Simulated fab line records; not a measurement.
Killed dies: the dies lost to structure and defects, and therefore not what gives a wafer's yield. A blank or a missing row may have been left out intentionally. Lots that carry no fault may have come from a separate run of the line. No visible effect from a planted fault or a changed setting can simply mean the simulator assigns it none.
fab line records	flow n5-finfet
record lots=9	wafers=27	last-day=18
route steps=1938 shown BEOL_M0_SAQP@663 BEOL_M0_CUTY@710 BEOL_M4@1111 PASSIVATION@1936
lots untouched by any fault: they come from a run of this same line in which no faults occurred
start-h: the number of hours between the record's first day and the start of the first shown wafer of the lot	wait-h: hours from the lot's prior step to this one	" identical to the entry in the row above	L1.1+2: a row that stands for several wafers	- no value present, or no start provided	* or withheld: withheld	< > ~ a bound
route shown NAME@n: a module of which the file shows steps, and the number in the route of the first	usual: average and standard deviation across the fault-free wafers	same: alike in all rows	chamber/n: place in a boat	sites: each site's reading	_std_site: how widely they spread, as a standard deviation	_edge_site: mean of outer sites minus mean of inner sites	radius-mm: for every site, how far away it sits from the centre of the wafer	mask NAME#n: copy n	behind: tool/chamber where the wafer was last shaped	hold: what put the lot on hold/how long, in hours/how the hold closed	device: the n, p or np transistor that did not switch	end of line: the tests these same wafers got at the end of their route	a step given without rows: its recipe and nothing more	killed: count of dies lost to structure and defects at first sort (not the wafer's yield)	map: per-die view of a wafer (x killed, . not killed, _ where there is no die)
set.NAME: the setting that was run; set.NAME@STEP: the one run at that earlier step	model.NAME: the simulator's own value behind a step, which no gauge read
one table for each step of the route and one row for each wafer, over a sample of lots
services: the hour from which a tool's chamber was out of use, counted from the record's first day as start-h (under 0 if before that day), plus the number of hours and why
## steps
# step N5_BEOL_M0_SAQP_SPACER1_ALD_98
# recipe material=SiO2	target-thk-a=128	temp-c=300	ald-precursor-family=BDEAS	ald-co-reactant=O2-plasma	pulse-time-s=1	purge-time-s=2	co-reactant-purge-time-s=2	ald-cycles=138	pressure-torr=2
# usual heater-power-w=498/38	precursor-pulse-height-rel=0.999/0.019
lot.wafer	tool	chamber	start-h	wait-h	heater-power-w	precursor-pulse-height-rel	since-wet-clean-h
L282.3	ald-sin-03	1	125.34	0.3	447	0.983	223
L282.5	"	3	"	"	514	1.039	-
L282.6	"	0	"	"	542	0.980	-
L283.2	ald-sin-04	3	129.43	0.8	471	0.979	122
L283.4	"	1	"	"	440	1.002	122
L283.5	"	2	"	"	503	0.968	-
L284.1	ald-sin-04	2	133.92	0.3	483	1.001	126
L284.3	"	0	"	"	535	1.001	126
L284.4	"	1	"	"	430	1.004	126
L285.1	ald-sin-03	1	140.76	0.3	454	1.004	238
L285.3	"	2	"	"	490	1.009	238
L285.4	"	0	"	"	520	0.987	238
L288.4	ald-sin-04	3	155.31	0.1	481	0.970	148
L288.5	"	0	"	"	532	1.016	-
L288.6	"	1	"	"	427	1.016	-
L295.4	ald-sin-03	1	198.24	0.3	451	0.974	296
L295.5	"	3	"	"	521	1.026	-
L295.6	"	0	"	"	554	1.032	-
L296.1	ald-sin-01	3	207.30	0.3	550	0.980	106
L296.3	"	3	"	"	549	1.011	-
L296.5	"	3	"	"	558	0.985	-
L297.3	ald-sin-03	0	209.96	0.1	546	0.987	307
L297.5	"	0	"	"	541	1.002	-
L297.6	"	1	"	"	457	0.973	-
L303.2	ald-sin-04	2	247.77	0.3	503	0.979	240
L303.3	"	0	"	"	529	0.991	240
L303.5	"	0	"	"	525	0.982	-
# step N5_BEOL_M0_SAQP_RECESS_104
# recipe chemistry=HF/NH3	target=SiO2	target-depth-a=180	afs-cycles=3	temp-c=30	sublimation-temp-c=180	sublimation-time-s=60
# usual drypump-motor-current-A=6.25/0.22	sublimation-temp-c=179.97/0.15
lot.wafer	tool	chamber	start-h	wait-h	drypump-motor-current-A	sublimation-temp-c
L282.3	vapor-etch-01	0	126.39	0.2	6.16	179.88
L282.5	"	0	"	"	6.18	180.00
L282.6	"	1	"	"	6.54	180.22
L283.2	vapor-etch-01	0	130.36	0.1	6.22	179.87
L283.4	"	1	"	"	6.51	179.81
L283.5	"	0	"	"	6.24	180.12
L284.1	vapor-etch-02	1	134.85	0.1	6.30	179.88
L284.3	"	1	"	"	6.30	179.84
L284.4	"	0	"	"	5.89	180.22
L285.1	vapor-etch-02	0	142.64	0.3	5.93	179.56
L285.3	"	1	"	"	6.30	179.95
L285.4	"	0	"	"	5.92	179.80
L288.4	vapor-etch-01	0	156.40	0.2	6.21	180.11
L288.5	"	1	"	"	6.54	179.88
L288.6	"	0	"	"	6.24	179.92
L295.4	vapor-etch-02	0	199.29	0.2	5.92	180.12
L295.5	"	0	"	"	5.91	180.01
L295.6	"	1	"	"	6.30	180.01
L296.1	vapor-etch-01	1	208.46	0.1	6.51	180.17
L296.3	"	0	"	"	6.21	180.04
L296.5	"	1	"	"	6.52	180.06
L297.3	vapor-etch-01	0	211.01	0.2	6.16	179.89
L297.5	"	0	"	"	6.17	180.08
L297.6	"	1	"	"	6.51	179.97
L303.2	vapor-etch-01	1	248.70	0.1	6.48	179.61
L303.3	"	0	"	"	6.19	179.79
L303.5	"	0	"	"	6.23	179.88
# step N5_BEOL_M0_SAQP_MANDREL2_REMOVE_110
# recipe chemistry=HBr/Cl2/O2	bt-time-s=10	target=a-Si	stop-on=SiCN	endpoint=OES-SiCl	over-etch-frac=1	icp-w=600	bias-w=30	HBr_flow_sccm=150	Cl2_flow_sccm=80	O2_flow_sccm=5	pressure-mtorr=10
# usual drypump-motor-current-A=5.8/0.41	oes-product-au=1.002/0.012	throttle-valve-pct=36.78/0.28
# same over-etch-frac=1
lot.wafer	tool	chamber	start-h	wait-h	drypump-motor-current-A	oes-product-au	rf-hours-counter-h	throttle-valve-pct
L282.3	rie-si-05	2	127.89	0.1	5.9	1.018	88	36.87
L282.5	"	1	"	"	5.7	0.998	-	36.92
L282.6	"	2	"	"	5.9	1.020	-	36.84
L283.2	rie-si-02	0	132.07	0.1	5.3	1.010	188	36.62
L283.4	"	1	"	"	5.8	0.996	-	36.30
L283.5	"	0	"	"	5.3	1.022	-	36.60
L284.1	rie-si-05	1	136.25	0.1	5.7	0.987	186	36.92
L284.3	"	0	"	"	6.4	1.004	128	37.05
L284.4	"	0	"	"	6.5	1.011	-	37.04
L285.1	rie-si-06	1	144.15	0.1	6.0	1.008	46	37.02
L285.3	"	0	"	"	6.5	1.015	1	37.00
L285.4	"	2	"	"	5.1	1.018	184	36.53
L288.4	rie-si-02	1	157.73	0.1	5.8	0.997	159	36.29
L288.5	"	2	"	"	5.7	1.015	-	36.37
L288.6	"	3	"	"	5.6	0.997	-	37.15
L295.4	rie-si-06	1	200.61	0.1	6.0	0.991	-	37.01
L295.5	"	3	"	"	5.4	0.995	-	36.98
L295.6	"	2	"	"	5.1	0.999	-	36.53
L296.1	rie-si-06	1	210.11	0.1	6.0	1.005	47	37.02
L296.3	"	3	"	"	5.4	0.980	179	36.99
L296.5	"	2	"	"	5.1	1.014	-	36.53
L297.3	rie-si-06	3	212.28	0.1	5.4	0.992	179	36.97
L297.5	"	0	"	"	6.5	1.017	-	36.99
L297.6	"	3	"	"	5.4	0.986	-	36.99
L303.2	rie-si-06	0	250.47	0.1	6.5	1.006	2	37.00
L303.3	"	3	"	"	5.4	0.986	179	36.99
L303.5	"	1	"	"	6.0	0.987	-	37.03
# step N5_BEOL_M0_SAQP_CD_MEAS_29
# recipe target-cd-nm=14.4	landing-energy-ev=1000	detector=se-inlens
# usual cd-nm=14.98/0.23
lot.wafer	tool	chamber	start-h	wait-h	cd-nm
L282.3	cd-sem-03	0	128.01	0.1	14.86
L282.5	"	0	"	"	15.31
L282.6	"	0	"	"	14.96
L283.2	cd-sem-01	0	132.18	0.1	14.82
L283.4	"	0	"	"	14.99
L283.5	"	0	"	"	15.37
L284.1	cd-sem-02	0	136.36	0.1	15.15
L284.3	"	0	"	"	14.96
L284.4	"	0	"	"	14.97
L285.1	cd-sem-03	0	144.26	0.1	15.21
L285.3	"	0	"	"	15.05
L285.4	"	0	"	"	14.77
L288.4	cd-sem-01	0	157.85	0.1	15.12
L288.5	"	0	"	"	14.56
L288.6	"	0	"	"	15.14
L295.4	cd-sem-03	0	200.68	0.0	14.86
L295.5	"	0	"	"	14.70
L295.6	"	0	"	"	14.76
L296.1	cd-sem-01	0	210.22	0.1	14.89
L296.3	"	0	"	"	15.07
L296.5	"	0	"	"	14.85
L297.3	cd-sem-03	0	212.40	0.1	14.34
L297.5	"	0	"	"	14.68
L297.6	"	0	"	"	15.20
L303.2	cd-sem-01	0	250.58	0.1	14.71
L303.3	"	0	"	"	14.94
L303.5	"	0	"	"	15.40
# step N5_BEOL_M0_SAQP_INSPECT_42
# recipe mode=adi	inspect-instrument=brightfield
# usual raw-defect-count=296/100
lot.wafer	tool	chamber	start-h	wait-h	raw-defect-count
L282.3	defect-inspect-02	-	128.40	0.0	203
L282.5	"	-	"	"	195
L282.6	"	-	"	"	262
L283.2	defect-inspect-01	-	132.70	0.0	235
L283.4	"	-	"	"	218
L283.5	"	-	"	"	306
L284.1	defect-inspect-01	-	136.76	0.1	236
L284.3	"	-	"	"	221
L284.4	"	-	"	"	199
L285.1	defect-inspect-02	-	145.61	0.1	291
L285.3	"	-	"	"	287
L285.4	"	-	"	"	330
L288.4	defect-inspect-02	-	158.24	0.0	661
L288.5	"	-	"	"	288
L288.6	"	-	"	"	298
L295.4	defect-inspect-02	-	201.08	0.0	378
L295.5	"	-	"	"	508
L295.6	"	-	"	"	312
L296.1	defect-inspect-02	-	210.74	0.1	523
L296.3	"	-	"	"	544
L296.5	"	-	"	"	409
L297.3	defect-inspect-01	-	212.79	0.0	185
L297.5	"	-	"	"	266
L297.6	"	-	"	"	232
L303.2	defect-inspect-01	-	251.11	0.1	186
L303.3	"	-	"	"	248
L303.5	"	-	"	"	186
# step N5_BEOL_M0_CUTY_INSPECT_59
# recipe mode=adi	inspect-instrument=macro
# usual raw-defect-count=1.9/1.4
lot.wafer	tool	chamber	start-h	wait-h	raw-defect-count
L282.3	defect-inspect-01	-	129.93	0.0	3
L282.5	"	-	"	"	1
L282.6	"	-	"	"	2
L283.2	defect-inspect-02	-	134.14	0.0	1
L283.4	"	-	"	"	0
L283.5	"	-	"	"	1
L284.1	defect-inspect-02	-	138.07	0.0	1
L284.3	"	-	"	"	3
L284.4	"	-	"	"	3
L285.1	defect-inspect-01	-	147.63	0.0	2
L285.3	"	-	"	"	3
L285.4	"	-	"	"	4
L288.4	defect-inspect-02	-	159.63	0.0	>300
L288.5	"	-	"	"	1
L288.6	"	-	"	"	1
L295.4	defect-inspect-02	-	202.34	0.0	0
L295.5	"	-	"	"	2
L295.6	"	-	"	"	0
L296.1	defect-inspect-02	-	212.38	0.0	1
L296.3	"	-	"	"	3
L296.5	"	-	"	"	2
L297.3	defect-inspect-01	-	214.49	0.0	3
L297.5	"	-	"	"	5
L297.6	"	-	"	"	0
L303.2	defect-inspect-02	-	252.55	0.0	2
L303.3	"	-	"	"	1
L303.5	"	-	"	"	0
# step N5_BEOL_M4_RC_MEAS_101
# usual DIBL_N=36.0/1.8	DIBL_P=36.3/2.4	IOFF_N=0.16/0.035	IOFF_P=0.21/0.036	ION_N=673/13	ION_P=461/7.2	SS_N=71.4/0.6	SS_P=73.2/0.7	VT_N=250/4	VT_P=-250.9/2.9
lot.wafer	tool	chamber	start-h	wait-h	DIBL_N[mV/V]	DIBL_P[mV/V]	IOFF_N[nA/um]	IOFF_P[nA/um]	ION_N[uA/um]	ION_P[uA/um]	SS_N[mV/dec]	SS_P[mV/dec]	VT_N[mV]	VT_P[mV]
L282.3	prober-01	0	191.50	0.3	36.3	37.4	0.17	0.21	683	462	71.5	73.8	248	-249.2
L282.5	"	0	"	"	35.8	37.5	0.16	0.22	672	468	70.7	72.9	250	-247.8
L282.6	"	0	"	"	38.5	40.0	0.23	0.26	702	475	71.8	73.9	245	-246.1
L283.2	prober-02	0	195.12	0.2	34.3	33.5	0.16	0.21	678	463	70.8	73.2	246	-247.1
L283.4	"	0	"	"	34.0	32.9	0.14	0.19	670	459	71.3	72.7	250	-249.6
L283.5	"	0	"	"	32.7	30.7	0.12	0.16	653	461	71.3	72.2	252	-251.3
L284.1	prober-02	0	202.87	0.0	33.9	34.9	0.13	0.17	674	461	70.4	73.2	254	-250.4
L284.3	"	0	"	"	37.5	37.1	0.19	0.20	668	455	72.0	73.4	248	-251.0
L284.4	"	0	"	"	35.4	36.2	0.15	0.19	678	470	71.5	73.2	249	-250.7
L285.1	prober-02	0	218.00	0.0	32.7	32.6	0.10	0.14	643	446	70.0	71.9	259	-257.7
L285.3	"	0	"	"	34.2	34.1	0.12	0.16	663	453	71.5	72.7	255	-254.1
L285.4	"	0	"	"	35.7	37.3	0.15	0.20	692	471	71.5	73.3	248	-249.6
L288.4	prober-01	0	221.29	0.5	37.1	38.9	0.18	0.20	690	466	70.7	73.9	244	-253.0
L288.5	"	0	"	"	38.0	39.6	0.18	0.22	681	464	71.6	74.2	247	-252.3
L288.6	"	0	"	"	40.5	43.6	0.26	0.29	697	464	72.0	74.2	242	-248.7
L295.4	prober-02	0	264.83	0.5	37.1	38.8	0.18	0.21	677	459	71.9	73.7	249	-252.9
L295.5	"	0	"	"	34.1	35.2	0.12	0.16	658	452	70.2	72.8	256	-257.1
L295.6	"	0	"	"	35.4	36.9	0.13	0.17	653	448	71.9	72.6	256	-255.8
L296.1	prober-01	0	275.95	0.0	35.5	34.3	0.13	0.18	662	454	70.9	72.9	255	-251.6
L296.3	"	0	"	"	32.1	31.1	0.09	0.13	640	441	70.4	72.0	259	-256.4
L296.5	"	0	"	"	34.3	32.7	0.11	0.15	664	460	70.6	72.1	256	-255.7
L297.3	prober-02	0	280.20	0.3	35.5	37.7	0.18	0.22	683	467	70.6	73.8	247	-248.6
L297.5	"	0	"	"	34.0	35.7	0.14	0.19	682	469	71.1	72.9	251	-251.5
L297.6	"	0	"	"	36.1	37.6	0.17	0.23	680	457	71.8	73.7	247	-248.3
L303.2	prober-01	0	318.44	0.2	37.2	37.1	0.16	0.21	673	457	71.4	73.4	250	-252.4
L303.3	"	0	"	"	37.9	36.6	0.16	0.21	681	461	72.1	74.0	250	-252.9
L303.5	"	0	"	"	39.3	38.0	0.20	0.25	687	464	72.2	73.7	247	-246.7
# step N5_PASSIVATION_PROBE_49
# usual defect-limited-yield=91.2/1.4	killed_at_M0_to_M3=35/11	killed_at_M4_up=14/5.6	killed-at-contacts=12/5.6	killed-at-front-end=38/11	killed-at-other=4/3.4	killed-dies=103/17	killed-open=68/12	killed-short=33/8.8	sort_bin_5_function=5.1/0.89	sort_bin_6_memory=3.3/0.71	sort-n-pass=1077/17	sort-yield-pct=91.2/1.4
# same gross-dies=1180	killed-at-back-side=0	sort_bin_4_leakage[%]=0	sort_bin_8_speed[%]=0
lot.wafer	tool	chamber	start-h	wait-h	defect-limited-yield[%]	killed_at_M0_to_M3	killed_at_M4_up	killed-at-contacts	killed-at-front-end	killed-at-other	killed-dies	killed-open	killed-short	sort_bin_5_function[%]	sort_bin_6_memory[%]	sort-n-pass	sort-yield-pct[%]
L288.4	prober-02	-	330.16	0.2	81.9	149	9	18	34	3	213	66	24	12.5	3.9	967	81.9
L288.5	prober-02	-	330.21	0.2	93.1	38	12	8	18	5	81	44	35	4.2	2.1	1099	93.1
L288.6	prober-02	-	330.26	0.3	91.4	34	16	6	36	10	102	68	33	5.9	2.7	1078	91.4
# killed by level:class
L288.4 BEOL_M0_SAQP:unspecified=121 MOL_CONTACT_COAG:geometric-particle:open=17 BEOL_M3:geometric-particle:open=10 DUMMY_GATE:geometric-particle:open=7 FIN_SAQP:geometric-particle:short=6 BEOL_M2:geometric-particle:open=5 FIN_SAQP:geometric-particle:open=4 GATE_CUT:geometric-particle:short=4
L288.5 BEOL_M0_SAQP:geometric-particle:short=10 BEOL_M0_SAQP:geometric-particle:open=9 BEOL_M4:geometric-particle:open=6 BEOL_M1:geometric-particle:open=5 FIN_SAQP:geometric-particle:short=4 BEOL_M4:geometric-particle:short=4 MOL_CONTACT_COAG:geometric-particle:open=4 MOL_CONTACT_COAG:geometric-particle:short=4
L288.6 FIN_SAQP:geometric-particle:short=12 FIN_SAQP:geometric-particle:open=11 BEOL_M0_SAQP:geometric-particle:open=11 BEOL_M3:geometric-particle:open=10 BEOL_M4:geometric-particle:open=9 MOL_CONTACT_COAG:geometric-particle:open=6 GATE_CUT:geometric-particle:short=4 BEOL_M0_SAQP:geometric-particle:short=4
## services
tool	chamber	start-h	hours	kind
rie-si-05	3	122.42	-	clean
rie-si-05	3	122.42	14.9	scheduled-down
rie-si-05	3	122.42	14.9	vent-cycle
rie-si-06	1	126.75	2.5	repair
rie-si-02	2	128.50	4.3	repair
rie-si-06	0	152.79	8.9	repair
rie-si-02	3	170.66	-	clean
rie-si-02	3	170.66	20.5	scheduled-down
rie-si-02	3	170.66	20.5	vent-cycle
ald-sin-01	-	178.71	0.8	pm
rie-si-06	0	184.04	24.3	repair
rie-si-05	3	185.43	8.7	repair
rie-si-02	-	186.66	0.1	repair
rie-si-02	1	191.80	7.9	repair
ald-sin-01	1	195.26	18.3	repair
rie-si-02	0	199.68	-	clean
rie-si-02	0	199.68	30.4	scheduled-down
rie-si-02	0	199.68	30.4	vent-cycle
rie-si-05	1	221.21	-	clean
vapor-etch-02	-	229.38	0.3	repair
rie-si-06	3	235.69	5.6	repair
rie-si-06	2	241.28	-	clean
rie-si-06	2	241.28	31.4	scheduled-down
rie-si-06	2	241.28	31.4	vent-cycle
## key
first-sign step=N5_BEOL_M0_SAQP_INSPECT_42	reading=raw-defect-count	direction=up	sigmas=3.6	usual=296	struck=661
effect step=N5_BEOL_M0_CUTY_INSPECT_59	reading=raw-defect-count	direction=up	sigmas=99+	usual=1.9	struck=>300
effect step=N5_PASSIVATION_PROBE_49	reading=killed_at_M0_to_M3	direction=up	sigmas=11	usual=35	struck=149
more-kills-born-at N5_BEOL_M0_SAQP_SPACER1_ALD_98@ald-sin-04=121
met-at N5_BEOL_M0_SAQP_SPACER1_ALD_98
struck-lots L288
struck-wafers L288.4
not-acting-at N5_BEOL_M0_SAQP_RECESS_104,N5_BEOL_M0_SAQP_MANDREL2_REMOVE_110,N5_BEOL_M0_SAQP_CD_MEAS_29
onset-between 129.43 155.31
fault kind=chamber-particle-source	tool=ald-sin-04	chamber=3	onset-h=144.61	steps=N5_BEOL_M0_SAQP_SPACER1_ALD_98	rate-per-visit-cm2=0.64216	end-h=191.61
